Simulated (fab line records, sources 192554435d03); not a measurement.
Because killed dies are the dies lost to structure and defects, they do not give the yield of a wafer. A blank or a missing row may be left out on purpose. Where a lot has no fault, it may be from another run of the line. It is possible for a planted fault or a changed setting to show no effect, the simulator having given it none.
What tool caused it?    flow n5_finfet    Sampling: 10 lots, 30 wafers, 5 of 1938 route steps

## WHAT THE GAUGES SHOWED, per wafer
N5_ILD0_INSPECT_06: inspects for defects (darkfield). Usual: raw_defect_count at 35, with a standard deviation of 15.
lot   measured     on                 raw_defect_count  flag
L503  day 4 04:43  defect_inspect-01  27 63 28          
L509  day 5 14:47  defect_inspect-02  25 16 51          
L511  day 6 07:18  defect_inspect-01  24 44 33          
L512  day 6 13:19  defect_inspect-02  28 47 34          
L514  day 6 21:13  defect_inspect-02  41 51 43          
L515  day 7 03:05  defect_inspect-02  54 36 53          
L516  day 7 09:52  defect_inspect-02  24 22 24          
L517  day 7 18:22  defect_inspect-01  40 43 70          
L518  day 7 23:10  defect_inspect-02  14 18 28          
L523  day 9 05:05  defect_inspect-01  23 24 32          

N5_SDB_INSPECT_13: inspects for defects (brightfield). Usual: raw_defect_count at 75, with a standard deviation of 30.
lot   measured     on                 raw_defect_count  flag
L503  day 4 05:16  defect_inspect-01  59 53 47          
L509  day 5 15:20  defect_inspect-01  113 61 73         
L511  day 6 07:43  defect_inspect-01  45 44 39          
L512  day 6 13:44  defect_inspect-01  85 60 53          
L514  day 6 21:38  defect_inspect-01  144 156 146       
L515  day 7 03:38  defect_inspect-02  60 38 50          
L516  day 7 10:24  defect_inspect-01  70 36 60          
L517  day 7 18:47  defect_inspect-02  92 63 69          
L518  day 7 23:35  defect_inspect-01  19 26 44          
L523  day 9 05:31  defect_inspect-01  82 92 51          

N5_BEOL_M4_RC_MEAS_101. Usual: DIBL_N 36.1 mV/V, standard deviation 2.3; DIBL_P 36 mV/V, standard deviation 3.2; IOFF_N 0.16 nA/um, standard deviation 0.045; IOFF_P 0.21 nA/um, standard deviation 0.049; ION_N 674 uA/um, standard deviation 14; ION_P 462 uA/um, standard deviation 8.4; SS_N 71.6 mV/dec, standard deviation 0.83; SS_P 73.2 mV/dec, standard deviation 0.87; VT_N 249 mV, standard deviation 3.8; VT_P -250 mV, standard deviation 3.4.
lot   measured      on         DIBL_N (mV/V)   DIBL_P (mV/V)  IOFF_N (nA/um)  IOFF_P (nA/um)  ION_N (uA/um)  ION_P (uA/um)  SS_N (mV/dec)   SS_P (mV/dec)   VT_N (mV)    VT_P (mV)       flag
L503  day 12 02:29  prober-01  36.3 33.2 36.7  33 30 35       0.14 0.10 0.14  0.18 0.15 0.21  650 672 682    449 459 470    71.9 71.6 72.0  72.9 72.3 73.0  254 255 253  -250 -253 -250  
L509  day 12 22:52  prober-02  34.9 36.0 34.8  34 36 33       0.12 0.14 0.12  0.15 0.19 0.15  652 668 645    444 456 439    70.7 71.9 70.9  71.9 73.5 72.9  253 251 254  -255 -255 -257  
L511  day 13 15:51  prober-01  33.8 34.2 34.2  34 34 34       0.16 0.14 0.15  0.22 0.21 0.21  667 662 684    462 460 474    71.5 71.5 71.1  73.0 72.4 73.1  248 250 248  -248 -249 -249  
L512  day 14 05:34  prober-02  35.8 35.1 37.7  34 34 37       0.12 0.13 0.16  0.21 0.20 0.25  652 662 675    457 464 465    71.0 71.3 71.9  73.4 71.6 73.4  254 251 251  -251 -249 -247  
L514  day 15 08:49  prober-02  37.5 32.3 33.1  37 30 31       0.18 0.11 0.11  0.23 0.14 0.15  666 656 658    457 448 453    72.6 70.9 71.1  73.9 71.3 72.1  248 255 252  -250 -256 -254  
L515  day 15 11:49  prober-02  36.9 38.7 39.8  34 37 37       0.16 0.19 0.22  0.20 0.24 0.24  689 693 688    470 472 465    70.9 71.8 71.8  72.9 74.2 73.6  249 243 243  -247 -245 -247  
L516  day 15 08:42  prober-01  35.5 37.7 33.9  36 38 34       0.15 0.20 0.13  0.18 0.22 0.16  672 686 667    457 463 457    72.1 71.2 70.4  72.9 74.2 72.4  249 244 248  -253 -251 -255  
L517  day 14 17:44  prober-01  31.4 37.2 36.4  30 36 35       0.09 0.19 0.16  0.13 0.20 0.19  645 672 668    446 462 458    69.8 71.5 71.4  72.4 73.5 73.7  255 247 250  -258 -249 -254  
L518  day 15 19:12  prober-01  34.4 35.0 35.4  36 37 37       0.14 0.14 0.15  0.16 0.19 0.19  672 678 676    458 466 465    71.9 72.0 72.3  72.9 73.1 73.5  251 254 251  -255 -256 -253  
L523  day 16 04:26  prober-02  39.9 36.0 35.4  39 34 33       0.22 0.14 0.13  0.24 0.17 0.17  707 661 670    474 450 460    72.3 70.8 70.4  74.2 73.0 72.0  244 250 251  -250 -252 -248  

## WHAT TOOL EACH LOT RAN ON (gives the tool, then ch and the chambers of the sampled wafers, and finally the start)
lot   N5_SD_EPI_P_SD_RECESS_17         N5_ILD0_ALD_15
L503  rie_si-04 ch 2,3, day 3 18:31    ald_sin-01 ch 0,1,2, day 4 02:12
L509  rie_si-04 ch 0,1,3, day 5 04:45  ald_sin-01 ch 0,1,2, day 5 12:16
L511  rie_si-02 ch 0,1,2, day 5 20:53  ald_sin-04 ch 0,1, day 6 04:47
L512  rie_si-02 ch 0,1,2, day 6 03:11  ald_sin-04 ch 0,1, day 6 10:47
L514  rie_si-05 ch 0,1, day 6 10:18    ald_sin-01 ch 0,1,3, day 6 18:41
L515  rie_si-05 ch 0,1, day 6 16:02    ald_sin-01 ch 2,3, day 7 00:34
L516  rie_si-04 ch 0,1,3, day 6 23:20  ald_sin-03 ch 0,1,3, day 7 07:20
L517  rie_si-05 ch 1,2,3, day 7 08:04  ald_sin-04 ch 0,1,2, day 7 15:50
L518  rie_si-05 ch 1,2,3, day 7 13:01  ald_sin-01 ch 0,3, day 7 20:33
L523  rie_si-04 ch 0,1,3, day 8 18:19  ald_sin-04 ch 0,3, day 9 02:34
- N5_SD_EPI_P_SD_RECESS_17: chemistry HBr/Cl2/O2, target depth 39.1 nm, bt time 3 s.
- N5_ILD0_ALD_15: deposits SiNx, target thk 24 nm, pulse time 1 s, ald cycles 480.

## WHAT THE TOOLS THEMSELVES READ (means of the sampled wafers that have a number; where no wafer has one, the mark that the record gives instead)
N5_SD_EPI_P_SD_RECESS_17. Usual: drypump_motor_current_A 5.8 A, standard deviation 0.52; oes_product_au 0.999 a.u., standard deviation 0.019; throttle_valve_pct 37.1 %, standard deviation 0.32.
lot   tool       drypump_motor_current_A (A)  oes_product_au (a.u.)  throttle_valve_pct (%)  flag
L503  rie_si-04  5.6                          1.009                  37.1                    
L509  rie_si-04  5.5                          0.992                  37.0                    
L511  rie_si-02  6.1                          1.007                  37.2                    
L512  rie_si-02  6.1                          1.008                  37.2                    
L514  rie_si-05  5.0                          0.973                  36.9                    
L515  rie_si-05  5.0                          0.977                  37.0                    
L516  rie_si-04  5.5                          0.998                  37.0                    
L517  rie_si-05  5.4                          0.986                  37.3                    
L518  rie_si-05  5.4                          0.991                  37.3                    
L523  rie_si-04  5.5                          0.992                  37.1                    

N5_ILD0_ALD_15. Usual: heater_power_w 869 W, standard deviation 62; precursor_pulse_height_rel 1.002, standard deviation 0.02.
lot   tool        heater_power_w (W)  precursor_pulse_height_rel  flag
L503  ald_sin-01  836                 0.998                       
L509  ald_sin-01  842                 1.011                       
L511  ald_sin-04  952                 1.013                       
L512  ald_sin-04  899                 1.019                       
L514  ald_sin-01  845                 1.000                       
L515  ald_sin-01  894                 0.999                       
L516  ald_sin-03  931                 0.992                       
L517  ald_sin-04  914                 1.016                       
L518  ald_sin-01  795                 0.986                       
L523  ald_sin-04  828                 1.003                       

## THE ANSWER, worked out from the rows above alone
Rule: a lot is off if the mean of its wafers that have a number lies more than 3 standard deviations from the usual mean. Also off: a lot with no number at a reading for which 4 or more lots have one. The other lots that the step has rows for count as sound. The gauges are gone through in route order, then the tools' own readings, and for those a lot's mean is taken as printed above. At the first step where some lot is off, the reading lying furthest off is the one used; lots without a number count as furthest.
No lot is off on any of the readings shown, so nothing can be concluded from this.

## WHAT THE SIMULATOR HAD PUT IN
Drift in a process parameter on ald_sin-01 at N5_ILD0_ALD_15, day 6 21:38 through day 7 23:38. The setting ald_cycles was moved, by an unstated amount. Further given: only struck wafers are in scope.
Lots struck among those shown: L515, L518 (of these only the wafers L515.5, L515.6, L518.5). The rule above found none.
